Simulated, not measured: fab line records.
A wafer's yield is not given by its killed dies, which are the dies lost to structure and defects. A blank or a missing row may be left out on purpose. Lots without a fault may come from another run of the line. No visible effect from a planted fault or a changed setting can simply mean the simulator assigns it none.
fab line records | flow n5_finfet
record: lots: 7 wafers: 21 last_day: 18
route steps=1938 shown SD_EPI_P@307 SD_ACTIVATION@330 ILD0@335 SDB@347 MOL_CONTACT_COAG@538
lots that met no fault: taken from a fault-free run of the same line
start_h: start of the lot's first displayed wafer, in hours after the record's first day | wait_h: time in hours since the lot's previous step | " same as the row above | L1.1+2: a row that stands for several wafers | - value missing, or start not given | * or withheld: withheld | < > ~ a bound
route shown NAME@n: names a module that has steps shown in the file, with the first one's number in the route | usual: mean/standard deviation taken from wafers without a fault | same: alike in all rows | chamber/n: place in a boat | sites: readings site by site | _std_site: their standard deviation | _edge_site: mean of outer sites minus mean of inner sites | radius_mm: how far each site lies from the wafer's centre | mask NAME#n: copy n | behind: tool/chamber where the wafer was last shaped | hold: cause of the lot's hold/its duration in hours/its outcome | device: the transistor (n, p or np) that didn't switch | end of line: tests run on the same wafers once the route is complete | a step given without rows: its recipe and nothing more | killed: not the wafer's yield, but the dies lost to structure and defects at the first sort | map: per-die view of a wafer (x killed, . not killed, _ where there is no die)
set.NAME: setting as actually run; set.NAME@STEP: the setting as run at that earlier step | model.NAME: the simulator's own value behind a step, which no gauge read
lots at selected steps of the route; one table per step, one row per wafer
services: from which hour (start_h, from the record's first day; less than 0 if before it) a tool's chamber was out of use, for how many hours, and why
== steps ==
step: N5_SD_EPI_P_ETCH_36
recipe: chemistry: CF4 target: SiARC target_depth_a: 455 mask_material: CAR-ArF-block time_s: 75.8 ion_energy_ev: 80 pressure_mtorr: 40 source_w: 545 bias_w: 36 Ar_flow_sccm: 100 cf4_flow_sccm: 100 ends: cleared
step: N5_SD_EPI_P_ETCH_37
recipe: chemistry: N2/H2 target: SOC overetch_a: 1080 mask_material: SiARC temp_c: 40 ion_energy_ev: 100 source_w: 3000 bias_w: 133 pressure_mtorr: 20 time_s: 486 n2_flow_sccm: 200 h2_flow_sccm: 200 ends: end_point
step: N5_SD_EPI_P_STRIP_38
recipe: chemistry: N2/H2 temp_c: 40 n2_flow_sccm: 200 h2_flow_sccm: 200 rf_frequency_hz: 6e+07
step: N5_SD_EPI_P_ETCHBACK_46
recipe: chemistry: CH3F/O2 mode: anisotropic_etchback target: SiNx target_depth_a: 175 stop_on: SiO2 over_etch_frac: 0.3 ion_energy_ev: 120 pressure_mtorr: 30 source_w: 395 bias_w: 73 Ar_flow_sccm: 150 CH3F_flow_sccm: 30 O2_flow_sccm: 20
usual: CH3F_flow_sccm: 29.99/0.086 bias_w: 73.02/0.21 drypump_motor_current_A: 5.9/0.44 oes_product_au: 0.66/0.048 rf_vpp_V: 297/4.8 showerhead_plenum_p_Torr: 2.02/0.078 throttle_valve_pct: 16.34/0.24
columns lot.wafer tool chamber start_h wait_h CH3F_flow_sccm bias_w drypump_motor_current_A oes_product_au rf_hours_counter_h rf_vpp_V showerhead_plenum_p_Torr throttle_valve_pct
L324.2 rie_diel-01 2 75.99 0.0 30.11 72.87 6.3 0.65 142 291 1.92 16.18
L324.3 " 0 " " 30.05 72.88 5.5 0.74 38 295 2.13 16.35
L324.5 " 3 " " 29.99 73.12 5.7 0.64 - 296 2.08 16.25
L327.1 rie_diel-01 1 87.80 0.0 29.96 72.93 6.3 0.68 123 306 2.10 15.97
L327.2 " 2 " " 29.98 72.74 6.3 0.64 146 290 1.92 16.19
L327.5 " 3 " " 29.97 73.12 5.7 0.64 - 295 2.08 16.27
L330.1 rie_diel-06 1 104.13 0.0 29.84 72.92 5.8 0.76 17 298 2.06 16.26
L330.4 " 2 " " 29.91 72.81 6.4 0.63 176 299 1.99 16.27
L330.5 " 2 " " 29.94 73.05 6.4 0.62 - 299 1.99 16.27
L331.1 rie_diel-01 0 112.58 0.0 29.99 73.11 5.6 0.72 49 296 2.13 16.37
L331.3 " 1 " " 30.03 73.21 6.3 0.68 130 306 2.10 15.98
L331.4 " 2 " " 29.97 72.79 6.4 0.64 153 290 1.92 16.21
L332.2 rie_diel-06 0 117.07 0.0 30.11 72.94 4.9 0.61 229 294 1.90 16.95
L332.5 " 3 " " 30.01 73.46 6.3 0.70 - 296 2.03 16.29
L332.6 " 2 " " 30.04 72.83 6.4 0.63 - 298 1.99 16.28
L338.3 rie_diel-06 0 156.02 0.0 30.02 72.86 4.9 0.61 242 294 1.90 16.98
L338.4 " 3 " " 29.97 72.74 6.3 0.69 80 295 2.03 16.31
L338.6 " 2 " " 30.04 72.77 6.4 0.62 - 299 1.99 16.29
L345.2 rie_diel-06 3 191.34 0.0 29.87 73.01 6.3 0.68 90 296 2.02 16.34
L345.4 " 1 " " 29.98 73.16 5.8 0.73 45 298 2.05 16.32
L345.6 " 3 " " 29.91 73.08 6.3 0.68 - 296 2.03 16.34
step: N5_SD_EPI_P_ETCH_47
recipe: chemistry: CH3F/O2 target: SiOCN target_depth_a: 250 mask_material: SOC ion_energy_ev: 60 bias_w: 29 pressure_mtorr: 30 source_w: 410 Ar_flow_sccm: 150 CH3F_flow_sccm: 30 O2_flow_sccm: 20
usual: CH3F_flow_sccm: 30.00/0.093 bias_w: 29.01/0.089 drypump_motor_current_A: 5.9/0.44 oes_product_au: 0.77/0.063 rf_vpp_V: 127.3/2.2 showerhead_plenum_p_Torr: 2.02/0.078 throttle_valve_pct: 16.32/0.24
columns lot.wafer tool chamber start_h wait_h CH3F_flow_sccm bias_w drypump_motor_current_A oes_product_au rf_hours_counter_h rf_vpp_V showerhead_plenum_p_Torr throttle_valve_pct
L324.2 rie_diel-01 2 76.09 0.1 30.01 29.07 6.4 0.75 142 123.4 1.92 16.15
L324.3 " 0 " " 30.12 29.15 5.5 0.86 38 127.0 2.13 16.33
L324.5 " 3 " " 30.12 29.09 5.7 0.73 - 127.9 2.08 16.24
L327.1 rie_diel-01 1 87.90 0.1 29.97 29.02 6.3 0.82 123 131.9 2.10 15.95
L327.2 " 2 " " 30.07 29.03 6.4 0.75 146 125.1 1.92 16.17
L327.5 " 3 " " 30.02 28.92 5.7 0.74 - 126.8 2.08 16.23
L330.1 rie_diel-06 1 104.23 0.1 30.02 28.97 5.8 0.91 17 127.2 2.06 16.24
L330.4 " 2 " " 30.08 29.07 6.3 0.73 177 127.7 1.99 16.25
L330.5 " 2 " " 29.99 29.06 6.3 0.73 - 127.5 1.99 16.23
L331.1 rie_diel-01 0 112.68 0.1 29.93 29.00 5.5 0.85 49 125.7 2.13 16.35
L331.3 " 1 " " 30.02 29.03 6.3 0.81 130 130.7 2.10 15.95
L331.4 " 2 " " 29.92 29.05 6.4 0.74 153 124.8 1.92 16.16
L332.2 rie_diel-06 0 117.17 0.1 29.88 28.82 4.9 0.68 229 127.0 1.90 16.90
L332.5 " 3 " " 29.96 29.10 6.3 0.82 - 127.5 2.03 16.27
L332.6 " 2 " " 30.03 29.12 6.4 0.72 - 126.7 1.99 16.26
L338.3 rie_diel-06 0 156.12 0.1 30.01 29.02 4.9 0.68 242 125.5 1.90 16.94
L338.4 " 3 " " 29.92 29.06 6.3 0.80 80 127.2 2.03 16.31
L338.6 " 2 " " 29.92 29.02 6.4 0.71 - 127.2 1.99 16.27
L345.2 rie_diel-06 3 191.44 0.1 29.90 29.11 6.3 0.79 90 126.8 2.02 16.32
L345.4 " 1 " " 30.07 28.93 5.8 0.86 45 127.4 2.05 16.31
L345.6 " 3 " " 29.98 29.08 6.3 0.79 - 125.0 2.02 16.32
step: N5_SD_EPI_P_ETCH_16
recipe: chemistry: CHF3/O2 target: SiO2 target_depth_a: 50 mask_material: SOC pressure_mtorr: 30 source_w: 650 bias_w: 170 Ar_flow_sccm: 200 CHF3_flow_sccm: 50 O2_flow_sccm: 5 ion_energy_ev: 200
step: N5_SD_EPI_P_STRIP_50
recipe: chemistry: CHF3/O2 resist: SiARC rf_frequency_hz: 6e+07
step: N5_SD_EPI_P_SD_RECESS_17
recipe: chemistry: HBr/Cl2/O2 target_depth_a: 391 bt_time_s: 3 pressure_mtorr: 10 icp_w: 800 bias_w: 112 HBr_flow_sccm: 150 Cl2_flow_sccm: 80 O2_flow_sccm: 12
step: N5_SD_EPI_P_WET_ETCH_45
recipe: chemistry: dHF dilution: withheld time_s: 10.7 target: SiO2 target_depth_a: 20 temp_c: 25 dry: ipa_marangoni rinse_time_s: 30 rinse_temp_c: 23
step: N5_SD_EPI_P_STRIP_40
recipe: chemistry: N2/H2 power_w: 1000 temp_c: 250 h2_frac: 0.65 overash_fraction: 0.3 pressure_mtorr: withheld n2_flow_sccm: 1750 h2_flow_sccm: 3250
step: N5_SD_EPI_P_PRECLEAN_52
recipe: chemistry: O3/DIW time_s: 60 temp_c: 22 o3_ppm: 10
step: N5_SD_EPI_P_SRD_20
recipe: dry: ipa_marangoni do_ppb: 5 time_s: 30 temp_c: 23 rinse_liquid: diw
step: N5_SD_EPI_P_PRECLEAN_51
recipe: chemistry: NF3:NH3 afs_cycles: 1 temp_c: 30 time_s: 20 sublimation_temp_c: 180 sublimation_time_s: 60 pressure_torr: 3 rf_power_w: 30
usual: afs_cycles: 1/0 chamber_pressure_Torr: 3.001/0.0065 time_s: 20/0
columns lot.wafer tool chamber start_h wait_h afs_cycles chamber_pressure_Torr time_s model.SiNx_of_SD_EPI_N_LINER_46.thk_nm
L324.2 epi_rpcvd-02 0 76.60 0.1 1 3.005 20 2.6
L324.3 " 0 " " 1 3.004 20 2.6
L324.5 " 0 " " 1 3.002 20 2.6
L327.1 epi_rpcvd-01 0 88.38 0.0 1 2.996 20 2.6
L327.2 " 0 " " 1 2.998 20 2.6
L327.5 " 0 " " 1 3.011 20 2.6
L330.1 epi_rpcvd-01 - 104.70 0.0 - - - 3
L330.4 " - " " - - - 3
L330.5 " - " " - - - 3
L331.1 epi_rpcvd-04 - 113.17 0.0 - - - 3
L331.3 " - " " - - - 3
L331.4 " - " " - - - 3
L332.2 epi_rpcvd-01 - 117.71 0.1 - - - 3
L332.5 " - " " - - - 3
L332.6 " - " " - - - 3
L338.3 epi_rpcvd-01 0 156.66 0.1 1 2.999 20 2.6
L338.4 " 0 " " 1 2.999 20 2.6
L338.6 " 0 " " 1 3.001 20 2.6
L345.2 epi_rpcvd-01 0 191.96 0.1 1 2.998 20 2.6
L345.4 " 0 " " 1 3.002 20 2.6
L345.6 " 0 " " 1 3.000 20 2.6
step: N5_SD_EPI_P_VAPOR_ETCH_44
recipe: chemistry: NF3/Ar target: SiGe30 temp_c: 25 time_s: 3.3 mode: isotropic
step: N5_SD_EPI_P_EPI_21
recipe: material: SiGe:B dopant: B temp_c: 550 pressure_torr: 20 ambient: H2 time_s: 355
same: time_s: 355
columns lot.wafer tool chamber start_h wait_h model.SiGe-B_of_SD_EPI_P_EPI_21.thk_nm
L324.2 epi_rpcvd-02 0 77.29 0.5 61
L324.3 " 0 " " 61.6
L324.5 " 0 " " 60.4
L327.1 epi_rpcvd-01 0 88.86 0.2 60.6
L327.2 " 0 " " 62
L327.5 " 0 90.78 2.0 61.6
L330.1 epi_rpcvd-01 0 105.18 0.2 1.4
L330.4 " 0 106.62 1.5 1.6
L330.5 " 0 " " 0.2
L331.1 epi_rpcvd-04 0 113.53 0.1 1
L331.3 " 0 " " 1.2
L331.4 " 0 " " 1.8
L332.2 epi_rpcvd-01 0 118.63 0.6 0.8
L332.5+6 " 0 120.07 2.0 1
L338.3 epi_rpcvd-01 0 157.68 0.8 62.4
L338.4 " 0 " " 62.6
L338.6 " 0 " " 61.8
L345.2 epi_rpcvd-01 0 192.65 0.5 61.6
L345.4 " 0 " " 62.2
L345.6 " 0 " " 62
step: N5_SD_EPI_P_HM_STRIP_48
recipe: chemistry: H3PO4 temp_c: 160 material: SiNx target: SiNx target_depth_a: 30 overetch_fraction: 0.3
step: N5_SD_EPI_P_SRD_49
recipe: dry: ipa_marangoni time_s: 30 temp_c: 23 rinse_liquid: diw
step: N5_SD_EPI_P_PRECLEAN_24
recipe: chemistry: O3/DIW time_s: 45 temp_c: 22 o3_ppm: 10
step: N5_SD_EPI_P_PRECLEAN_32
recipe: chemistry: dHF time_s: 10 dilution: 500:1 temp_c: 25
step: N5_SD_EPI_P_PRECLEAN_33
recipe: chemistry: SC2 time_s: 45 temp_c: 35 mix: 1:1:50
step: N5_SD_EPI_P_SRD_25
recipe: time_s: 30 temp_c: 23 rinse_liquid: diw dry: ipa_marangoni
step: N5_SD_EPI_P_INSPECT_26
recipe: inspect_instrument: darkfield mode: post_epi
usual: raw_defect_count: 175/35
columns lot.wafer tool chamber start_h wait_h raw_defect_count
L324.2 defect_inspect-01 - 79.35 0.0 225
L324.3 " - " " 203
L324.5 " - " " 239
L327.1 defect_inspect-01 - 91.96 0.0 262
L327.2 " - " " 161
L327.5 " - " " 170
L330.1 defect_inspect-01 - 108.27 0.0 209
L330.4 " - " " 148
L330.5 " - " " 166
L331.1 defect_inspect-02 - 115.90 0.0 141
L331.3 " - " " 137
L331.4 " - " " 155
L332.2 defect_inspect-01 - 121.27 0.0 167
L332.5 " - " " 152
L332.6 " - " " 164
L338.3 defect_inspect-01 - 159.33 0.0 161
L338.4 " - " " 230
L338.6 " - " " 185
L345.2 defect_inspect-01 - 194.66 0.0 198
L345.4 " - " " 117
L345.6 " - " " 164
step: N5_SD_ACTIVATION_RTA_00
recipe: temp_c: 975 time_s: 0 ambient: N2 idle_temp_c: 600 ramp_up_c_per_s: 150 ramp_down_c_per_s: 60 cool_to_c: 600
step: N5_SD_ACTIVATION_LSA_01
recipe: temp_c: 1080 time_s: 0.0008 ambient: N2
step: N5_SD_ACTIVATION_INSPECT_02
recipe: inspect_instrument: darkfield mode: post_anneal
usual: raw_defect_count: 169/32
columns lot.wafer tool chamber start_h wait_h raw_defect_count
L324.2 defect_inspect-01 - 80.30 0.2 230
L324.3 " - " " 195
L324.5 " - " " 232
L327.1 defect_inspect-01 - 92.72 0.2 251
L327.2 " - " " 161
L327.5 " - " " 178
L331.1 defect_inspect-02 - 116.72 0.2 144
L331.3 " - " " 121
L331.4 " - " " 147
L332.2 defect_inspect-01 - 122.09 0.1 162
L332.5 " - " " 159
L332.6 " - " " 164
L338.3 defect_inspect-02 - 160.09 0.1 149
L338.4 " - " " 214
L338.6 " - " " 175
L345.2 defect_inspect-02 - 195.53 0.1 165
L345.4 " - " " 119
L345.6 " - " " 158
step: N5_ILD0_LINER_00
recipe: material: SiNx target_thk_a: 40 temp_c: 400 ald_precursor_family: SiH2I2 ald_co_reactant: N2/H2-plasma pulse_time_s: 1 purge_time_s: 2 co_reactant_purge_time_s: 2 ald_cycles: 80 pressure_torr: 2
usual: heater_power_w: 859/64 precursor_pulse_height_rel: 1.001/0.021
columns lot.wafer tool chamber start_h wait_h heater_power_w precursor_pulse_height_rel
L324.2 ald_sin-01 0 80.33 0.0 922 1.001
L324.3 " 1 " " 897 0.964
L324.5 " 2 " " 861 0.992
L327.1 ald_sin-02 1 92.81 0.1 863 1.008
L327.2 " 0 " " 722 1.028
L327.5 " 2 " " 889 1.026
L331.1 ald_sin-02 0 117.16 0.4 742 0.990
L331.3 " 3 " " 752 0.993
L331.4 " 1 " " 849 1.009
L332.2 ald_sin-01 3 122.12 0.0 870 0.997
L332.5 " 3 " " 924 1.005
L332.6 " 0 " " 924 1.031
L338.3 ald_sin-01 2 160.12 0.0 880 0.968
L338.4 " 1 " " 922 1.019
L338.6 " 3 " " 907 0.999
L345.2 ald_sin-02 2 195.72 0.2 891 1.016
L345.4 " 0 " " 754 1.021
L345.6 " 1 " " 838 1.014
step: N5_ILD0_FCVD_FILL_01
recipe: material: SiO2_flowable target_thk_a: 2000 temp_c: 100 pressure_torr: 0.8 rf_w: 2000 time_s: 328.3
step: N5_ILD0_CURE_02
recipe: temp_c: 450 time_s: 1800 ambient: steam idle_temp_c: 400 ramp_up_c_per_min: 5 ramp_down_c_per_min: 3 densification_p_h2o_torr: 640
step: N5_ILD0_CMP_03
recipe: stop_on: SiNx t_overpolish_s: 1.9 post_cmp_clean: alkaline_brush down_force_psi: 4.1491 platen_rpm: 51.796 pad_velocity_m_s: 1.0306 target_thk_nm: 197.38
step: N5_ILD0_THK_MEAS_04
usual: thk_nm: 197.6/1
columns lot.wafer tool chamber start_h wait_h thk_nm
L324.2 film_metro-01 - 83.01 - 198.3
L324.3 " - " " 198.9
L324.5 " - " " 196.9
L327.1 film_metro-02 - 95.47 - 199.7
L327.2 " - " " 199.0
L327.5 " - " " 199.8
L331.1 film_metro-02 - 119.84 - 198.2
L331.3 " - " " 195.9
L331.4 " - " " 197.2
L332.2 film_metro-01 - 124.78 - 196.2
L332.5 " - " " 196.9
L332.6 " - " " 196.5
L338.3 film_metro-02 - 162.80 - 198.3
L338.4 " - " " 198.1
L338.6 " - " " 196.1
L345.2 film_metro-01 - 198.38 - 198.9
L345.4 " - " " 199.0
L345.6 " - " " 198.0
step: N5_ILD0_CMP_07
recipe: stop_on: poly-Si material: SiO2_flowable t_overpolish_s: 1.18 post_cmp_clean: alkaline_brush down_force_psi: 4.1491 platen_rpm: 51.796 pad_velocity_m_s: 1.0306 target_thk_nm: 138.88
usual: motor_current_A: 11.8/0.92
columns lot.wafer tool chamber start_h wait_h motor_current_A
L324.2 cmp-03 3 83.04 0.0 13.5
L324.3 " 2 " " 11.5
L324.5 " 0 " " 12.9
L327.1 cmp-03 2 95.50 0.0 11.5
L327.2 " 0 " " 12.4
L327.5 " 2 " " 11.6
L331.3 cmp-01 1 119.87 0.0 11.8
L331.4 " 2 " " 11.6
L331.1 " 3 " " 9.9
L332.2 cmp-01 3 124.85 0.1 10.4
L332.6 " 2 " " 11.8
L332.5 " 3 " " 9.9
L338.4 cmp-03 2 162.83 0.0 11.2
L338.3 " 0 " " 12.0
L338.6 " 2 " " 11.3
L345.4 cmp-04 0 198.45 0.1 13.0
L345.2 " 2 " " 13.2
L345.6 " 0 " " 12.8
step: N5_ILD0_THK_MEAS_08
usual: thk_nm: 138.9/1.1
columns lot.wafer tool chamber start_h wait_h thk_nm
L324.2 film_metro-01 - 83.33 - 140.1
L324.3 " - " " 140.0
L324.5 " - " " 140.5
L327.1 film_metro-02 - 95.80 - 138.7
L327.2 " - " " 139.3
L327.5 " - " " 140.1
L331.1 film_metro-02 - 120.16 - 137.8
L331.3 " - " " 141.0
L331.4 " - " " 139.4
L332.2 film_metro-01 - 125.11 - 138.1
L332.5 " - " " 137.8
L332.6 " - " " 139.0
L338.3 film_metro-01 - 163.12 - 138.5
L338.4 " - " " 138.3
L338.6 " - " " 139.6
L345.2 film_metro-01 - 198.70 - 140.0
L345.4 " - " " 139.7
L345.6 " - " " 140.1
step: N5_ILD0_PRECLEAN_10
recipe: chemistry: NF3:NH3 afs_cycles: 5 time_s: 20 temp_c: 30 sublimation_temp_c: 180 sublimation_time_s: 60 pressure_torr: 3 rf_power_w: 30
step: N5_ILD0_ALD_15
recipe: material: SiNx target_thk_a: 240 temp_c: 400 ald_precursor_family: SiH2I2 ald_co_reactant: N2/H2-plasma pulse_time_s: 1 ald_cycles: 480 purge_time_s: 2 co_reactant_purge_time_s: 2 pressure_torr: 2
step: N5_ILD0_CMP_12
recipe: stop_on: poly-Si material: SiNx t_overpolish_s: 6 post_cmp_clean: alkaline_brush down_force_psi: 2.5 platen_rpm: 51.8 pad_velocity_m_s: 1.0307 target_thk_nm: 17.67
usual: motor_current_A: 8.5/0.69 overpolish_run_s: 6.000/0.0091 time_to_endpoint_s: 27.9/2.4
columns lot.wafer tool chamber start_h wait_h motor_current_A overpolish_run_s time_to_endpoint_s
L324.3 cmp-01 0 86.54 1.2 8.2 6.000 28.2
L324.2 " 1 " " 8.8 5.998 30.3
L324.5 " 0 " " 8.1 5.993 30.0
L327.1 cmp-03 3 98.96 1.2 9.5 6.012 27.9
L327.2 " 0 " " 8.9 5.998 30.7
L327.5 " 1 " " 8.0 6.008 29.2
L331.1 cmp-01 2 123.63 1.2 8.4 6.012 27.8
L331.3 " 3 " " 7.2 6.004 28.4
L331.4 " 0 " " 8.2 6.020 33.3
L332.2 cmp-01 0 128.06 1.2 8.0 6.002 28.2
L332.6 " 3 " " 7.2 5.989 28.0
L332.5 " 0 " " 8.3 6.004 28.2
L338.3 cmp-04 1 166.11 1.1 7.7 6.013 23.6
L338.4 " 2 " " 9.5 6.007 26.3
L338.6 " 1 " " 8.3 5.995 26.2
L345.2 cmp-01 2 201.62 1.1 8.7 5.987 28.3
L345.4 " 0 " " 8.4 6.010 28.0
L345.6 " 2 " " 8.8 5.998 28.5
step: N5_ILD0_THK_MEAS_13
usual: thk_nm: 17.6/1.1
columns lot.wafer tool chamber start_h wait_h thk_nm
L324.2 film_metro-02 - 86.80 - 17.7
L324.3 " - " " 18.2
L324.5 " - " " 17.9
L327.1 film_metro-02 - 99.18 - 19.1
L327.2 " - " " 18.4
L327.5 " - " " 19.3
L331.1 film_metro-01 - 123.89 - 17.7
L331.3 " - " " 17.3
L331.4 " - " " 18.4
L332.2 film_metro-01 - 128.32 - 18.4
L332.5 " - " " 19.0
L332.6 " - " " 18.5
L338.3 film_metro-02 - 166.41 - 16.1
L338.4 " - " " 16.7
L338.6 " - " " 16.1
L345.2 film_metro-02 - 201.92 - 16.6
L345.4 " - " " 18.1
L345.6 " - " " 17.2
step: N5_ILD0_INSPECT_06
recipe: inspect_instrument: darkfield mode: post_cmp
usual: raw_defect_count: 38/16
columns lot.wafer tool chamber start_h wait_h raw_defect_count
L324.2 defect_inspect-01 - 86.83 0.0 30
L324.3 " - " " 28
L324.5 " - " " 57
L327.1 defect_inspect-02 - 99.21 0.0 41
L327.2 " - " " 65
L327.5 " - " " 45
L331.1 defect_inspect-01 - 123.91 0.0 29
L331.3 " - " " 54
L331.4 " - " " 22
L332.2 defect_inspect-02 - 128.35 0.0 59
L332.5 " - " " 51
L332.6 " - " " 33
L338.3 defect_inspect-01 - 166.43 0.0 21
L338.4 " - " " 47
L338.6 " - " " 49
L345.2 defect_inspect-01 - 201.95 0.0 56
L345.4 " - " " 51
L345.6 " - " " 37
step: N5_SDB_HM_DEP_00
recipe: material: SiNx target_thk_a: 400 temp_c: 400 precursor: SiH4/NH3/N2 pressure_torr: 1.5 rf_w: 300 time_s: 35.3
step: N5_SDB_COAT_03
recipe: resist: SOC temp_c: 250 time_s: 60 spin_rpm: 1500 resist_thk_nm: 100
step: N5_MOL_CONTACT_COAG_ETCH_110
recipe: chemistry: CF4/O2 target: Si target_depth_a: 25 time_s: 8 pressure_mtorr: 100 source_w: 200 bias_w: 12 ion_energy_ev: 60 Ar_flow_sccm: 100 cf4_flow_sccm: 100 O2_flow_sccm: 10
usual: bias_w: 12.00/0.036 drypump_motor_current_A: 5.7/0.45 oes_product_au: 0.78/0.085 rf_vpp_V: 128/3.4 showerhead_plenum_p_Torr: 2.22/0.07 throttle_valve_pct: 10.74/0.25
same: time_s: 8
columns lot.wafer tool chamber start_h wait_h bias_w drypump_motor_current_A oes_product_au rf_hours_counter_h rf_vpp_V showerhead_plenum_p_Torr throttle_valve_pct model.SiGe-B_of_SD_EPI_P_EPI_21.thk_nm
L324.2 rie_diel-03 3 112.14 0.0 12.02 5.7 0.71 234 119 2.11 11.12 58
L324.3 " 2 " " 12.03 5.4 0.83 73 130 2.24 10.45 58.8
L324.5 " 3 " " 12.01 5.7 0.71 - 120 2.11 11.09 57.6
L327.1 rie_diel-02 2 123.73 0.0 12.02 5.2 0.71 212 126 2.29 11.11 57.6
L327.2 " 1 " " 11.93 6.2 0.72 198 134 2.30 10.80 59.2
L327.5 " 2 " " 11.98 5.2 0.71 - 128 2.29 11.13 58.8
L331.1 rie_diel-03 1 146.70 0.0 11.99 5.3 0.84 58 128 2.26 10.45 1
L331.3 " 2 " " 11.99 5.4 0.82 86 130 2.24 10.49 1.2
L331.4 " 3 " " 12.05 5.7 0.70 246 120 2.10 11.14 1.8
L332.2 rie_diel-03 0 151.53 0.0 12.04 5.6 0.75 181 128 2.21 10.70 0.8
L332.5 " 1 " " 11.97 5.3 0.84 - 126 2.25 10.43 1
L332.6 " 0 " " 12.05 5.6 0.75 - 128 2.21 10.70 1
L338.3 rie_diel-02 0 191.84 0.0 11.93 5.3 0.70 206 128 2.12 10.78 59.4
L338.4 " 1 " " 12.01 6.2 0.71 218 133 2.29 10.85 59.6
L338.6 " 3 " " 12.02 5.6 0.75 - 128 2.21 10.79 58.8
L345.2 rie_diel-03 1 224.05 0.0 12.01 5.3 0.81 89 128 2.24 10.55 58.6
L345.4 " 3 " " 12.00 5.7 0.94 12 122 2.36 10.44 59.2
L345.6 " 1 " " 11.96 5.3 0.81 - 129 2.24 10.52 59.2
== services ==
columns tool chamber start_h hours kind
cmp-03 - 58.54 4.0 pm
rie_diel-03 0 64.56 13.4 repair
cmp-03 - 66.86 2.4 repair
cmp-01 - 78.45 4.0 pm
rie_diel-06 3 91.32 4.9 repair
cmp-01 - 93.49 24.5 repair
ald_sin-01 2 96.95 11.7 repair
ald_sin-02 - 99.08 3.6 repair
cmp-03 - 112.51 3.3 repair
ald_sin-02 - 119.38 2.8 pm
epi_rpcvd-01 - 121.03 2.8 pm
rie_diel-06 2 124.88 3.2 repair
cmp-01 - 129.78 5.0 pm
epi_rpcvd-01 - 136.03 6.0 pm
epi_rpcvd-01 - 142.03 0.5 pm
cmp-03 - 165.20 3.8 pm
cmp-01 - 174.35 9.1 pm
ald_sin-01 - 177.12 14.0 pm
rie_diel-03 3 189.80 9.6 repair
rie_diel-06 2 201.30 23.7 repair
rie_diel-06 3 202.27 7.3 repair
rie_diel-01 - 211.73 3.2 repair
ald_sin-01 - 213.84 28.1 pm
rie_diel-03 - 219.02 2.8 pm
== key ==
first_sign: step: N5_SD_EPI_P_PRECLEAN_51 reading: tool_record direction: missing
effect none on later readings
model_effect: step: N5_SD_EPI_P_PRECLEAN_51 value: SiNx_of_SD_EPI_N_LINER_46.thk_nm without: 2.6 struck: 3
model_effect: step: N5_SD_EPI_P_EPI_21 value: SiGe-B_of_SD_EPI_P_EPI_21.thk_nm without: 61.31 struck: 1.111
model_effect: step: N5_MOL_CONTACT_COAG_ETCH_110 value: SiGe-B_of_SD_EPI_P_EPI_21.thk_nm without: 58.4 struck: 1.133
met_at N5_SD_EPI_P_PRECLEAN_51
struck_wafers L330.1,L330.4,L330.5,L331.1,L331.3,L331.4,L332.2,L332.5,L332.6
rows_end L330.1,L330.4,L330.5
sort_left_out L331.1,L331.3,L331.4,L332.2,L332.5,L332.6
tester_left_out L331,L332
onset_between 88.38 104.70
fault: kind: skipped_step_whole tool: epi_rpcvd-01,epi_rpcvd-04 chamber: - onset_h: 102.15 steps: N5_SD_EPI_P_PRECLEAN_51 scope: struck_lots_only
tester_left_out: of these lots the tester's yield and bins aren't shown, on N5 and GAA mostly nor the transistor test; their killed dies are dies lost to structure and defects alone, not to doping, threshold or leakage, so they don't give the yield
sort_left_out: the simulated sort isn't trusted on such a fault, so these wafers' sort isn't shown, and their yield isn't known
rows_end: these wafers met a further fault down the route, and their rows from its step on are left out
